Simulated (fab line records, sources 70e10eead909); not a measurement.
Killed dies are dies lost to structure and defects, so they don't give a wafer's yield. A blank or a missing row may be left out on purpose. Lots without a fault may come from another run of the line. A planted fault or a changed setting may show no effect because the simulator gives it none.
One fault seen from 2 desks | flow nand_harc | each desk has only its own numbers; what lay behind them comes last

THE METROLOGY DESK
What the gauges read, lot by lot, whatever tool the lot ran on: means of the sampled wafers that have a number. A lot is out of limits, marked OUT, if its mean lies more than 4 standard deviations from the usual mean; the brackets give that distance.
Columns: A = thk_nm at NHARC_A_SOURCE_PLATE_THK_MEAS_06, usual 200.4 nm; B = thk_nm at NHARC_A_ONON_D1_THK_MEAS_02, usual 996 nm; C = thk_nm at NHARC_A_ONON_D1_THK_MEAS_08, usual 1001 nm; D = thk_nm at NHARC_A_ONON_D1_THK_MEAS_24, usual 1001 nm
lot  | first seen here | A     | B    | C    | D
L898 | day 7 16:07     | 198.9 | 988  | 1011 | 1003
L900 | day 8 11:07     | 203.2 | 990  | 999  | 984
L902 | day 9 04:30     | 200.3 | 1012 | 1002 | 983
L903 | day 9 16:04     | 202.0 | 998  | 1009 | 1008
L904 | day 10 09:54    | 201.0 | 998  | 994  | 1008
L907 | day 11 20:34    | 198.4 | 990  | 1008 | 1002
L908 | day 11 20:34    | 199.4 | 1014 | 1016 | 992
L910 | day 12 13:35    | 201.6 | 987  | 991  | 706 (-31) OUT
L913 | day 13 22:20    | 196.5 | 1000 | 1007 | 710 (-31) OUT
L914 | day 14 23:20    | 200.5 | 1002 | 1008 | 1002
L917 | day 15 13:02    | 200.7 | 996  | 986  | 1002
L918 | day 16 04:52    | 199.3 | 996  | 1002 | 1016
L919 | day 16 17:07    | 196.2 | 983  | 994  | 1003
L920 | day 16 21:31    | 200.7 | 1001 | 991  | 1008
This desk's finding: out of limits on L910, L913; first on L910, day 13 03:17 (thk_nm at NHARC_A_ONON_D1_THK_MEAS_24). In limits: L898, L900, L902, L903, L904, L907, L908, L914, L917, L918, L919, L920.

THE TOOL OWNER'S DESK: pecvd_onon-02
The tool's own readings at NHARC_A_ONON_D1_DEP_22 (target thk 1000 nm): means of the sampled wafers that have a number, for each lot that ran on this tool. A lot is out of limits, marked OUT, if its mean lies more than 4 standard deviations from the usual mean; the brackets give that distance.
Columns: A = n2_flow_sccm at NHARC_A_ONON_D1_DEP_22, usual 2750 sccm
lot  | first seen here | A
L902 | day 9 15:49     | 2758
L908 | day 12 08:13    | 2754
L910 | day 13 02:46    | 2747
L913 | day 14 09:37    | 2741
This desk's finding: nothing out of limits on any of the 4 lots.

PUT TOGETHER
The metrology desk could have raised an alarm at day 13 03:17, on L910, L913.
The tool owner's desk saw nothing out of limits.
The tool owner's desk has L910, L913 on record, within its limits.
Of the lots named, all ran NHARC_A_ONON_D1_DEP_22 on pecvd_onon-02.

WHAT THE SIMULATOR HAD PUT IN
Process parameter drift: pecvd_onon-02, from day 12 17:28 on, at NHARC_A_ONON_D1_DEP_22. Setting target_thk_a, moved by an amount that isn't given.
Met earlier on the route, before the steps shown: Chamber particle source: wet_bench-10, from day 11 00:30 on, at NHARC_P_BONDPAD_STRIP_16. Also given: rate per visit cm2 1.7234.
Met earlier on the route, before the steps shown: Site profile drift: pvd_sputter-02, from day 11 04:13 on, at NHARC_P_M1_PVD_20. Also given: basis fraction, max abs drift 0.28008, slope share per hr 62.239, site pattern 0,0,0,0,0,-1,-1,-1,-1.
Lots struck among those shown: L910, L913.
Hours from the fault's start to each desk's first reading out of limits: the metrology desk, 10.
